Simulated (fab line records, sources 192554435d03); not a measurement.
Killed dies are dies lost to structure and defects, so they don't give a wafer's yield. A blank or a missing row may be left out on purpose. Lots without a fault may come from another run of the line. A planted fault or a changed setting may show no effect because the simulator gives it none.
Chamber matching | flow n5_finfet | N5_BEOL_M1_DESCUM_33 on rie_diel-03: 4 sister chambers
The step chemistry O2, time 7 s. 4 wafers are shown with their chamber, then 12 later ones without.

WAFERS WITH THEIR CHAMBER
wafer  | chamber | showerhead_plenum_p_Torr (Torr)
L083.5 | 0       | 2.19
L084.4 | 2       | 2.01
L084.5 | 1       | 2.10
L084.6 | 3       | 2.19

WAFERS WITHOUT THEIR CHAMBER
wafer  | showerhead_plenum_p_Torr (Torr)
L087.3 | 2.00
L087.4 | 2.10
L087.5 | 2.18
L088.1 | 2.10
L088.3 | 2.00
L088.5 | 2.00
L093.2 | 2.00
L093.4 | 2.18
L093.5 | 2.09
L095.2 | 2.09
L095.3 | 2.18
L095.5 | 2.18

WHICH CHAMBER EACH WENT THROUGH
wafer  | from the rows above     | in truth
L087.3 | 2                       | 2
L087.4 | 1                       | 1
L087.5 | can't be placed: 0 or 3 | 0
L088.1 | 1                       | 1
L088.3 | 2                       | 2
L088.5 | 2                       | 2
L093.2 | 2                       | 2
L093.4 | can't be placed: 0 or 3 | 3
L093.5 | 1                       | 1
L095.2 | 1                       | 1
L095.3 | can't be placed: 0 or 3 | 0
L095.5 | can't be placed: 0 or 3 | 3
Placed correctly: 8 of 12. Can't be placed from these rows: 4 (the true chamber is among the candidates in 4). Placed wrongly: 0.
How it was worked out, from the rows above alone: a wafer's distance from a chamber is the root of the sum, over the readings, of the square of ((its reading less the chamber's mean) divided by the reading's scatter). The wafer belongs to the nearest chamber; if the next one is less than 2 further off, it can't be placed. A chamber's mean is the mean of its shown wafers. The scatter: with one shown wafer a chamber, the root of the mean of the squares of how far each hidden wafer lies from its nearest shown one.
